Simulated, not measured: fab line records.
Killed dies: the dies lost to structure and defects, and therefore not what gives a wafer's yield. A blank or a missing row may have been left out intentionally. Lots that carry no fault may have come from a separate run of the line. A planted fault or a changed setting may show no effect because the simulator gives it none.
Matching of chambers / flow n5_finfet / pecvd-04 running N5_BEOL_M11_PECVD_70: 3 sister chambers
The step deposits SiO2 from TEOS/O2, target thk 20 nm, time 22.7 s. 3 wafers are shown with their chamber, then 8 later ones without.

EACH WAFER AND ITS CHAMBER
wafer=L084.3; chamber=1; showerhead_plenum_p_Torr (Torr)=8.72
wafer=L084.6; chamber=0; showerhead_plenum_p_Torr (Torr)=8.84
wafer=L092.4; chamber=2; showerhead_plenum_p_Torr (Torr)=8.79

WAFERS WHOSE CHAMBER IS MISSING
wafer=L092.5; showerhead_plenum_p_Torr (Torr)=8.85
wafer=L092.6; showerhead_plenum_p_Torr (Torr)=8.71
wafer=L093.2; showerhead_plenum_p_Torr (Torr)=8.86
wafer=L093.4; showerhead_plenum_p_Torr (Torr)=8.71
wafer=L093.5; showerhead_plenum_p_Torr (Torr)=8.77
wafer=L097.4; showerhead_plenum_p_Torr (Torr)=8.78
wafer=L097.5; showerhead_plenum_p_Torr (Torr)=8.83
wafer=L097.6; showerhead_plenum_p_Torr (Torr)=8.74

WHICH CHAMBER EACH WENT THROUGH
wafer=L092.5; from the rows above=0; in truth=0
wafer=L092.6; from the rows above=1; in truth=1
wafer=L093.2; from the rows above=0; in truth=0
wafer=L093.4; from the rows above=1; in truth=1
wafer=L093.5; from the rows above=2; in truth=2
wafer=L097.4; from the rows above=2; in truth=2
wafer=L097.5; from the rows above=0; in truth=0
wafer=L097.6; from the rows above=1; in truth=1
Correctly placed: 8 of 8. Number that these rows cannot place: 0. 0 placed wrongly.
How it was worked out, from the rows above alone: a wafer's distance from a chamber is the root of the sum, over the readings, of the square of ((its reading less the chamber's mean) divided by the reading's scatter). If the next closest chamber is less than 2 further off than the closest, the wafer can't be placed; otherwise it belongs to the closest. A chamber's mean is the mean of its shown wafers. The scatter: with one shown wafer a chamber, the root of the mean of the squares of how far each hidden wafer lies from its nearest shown one.
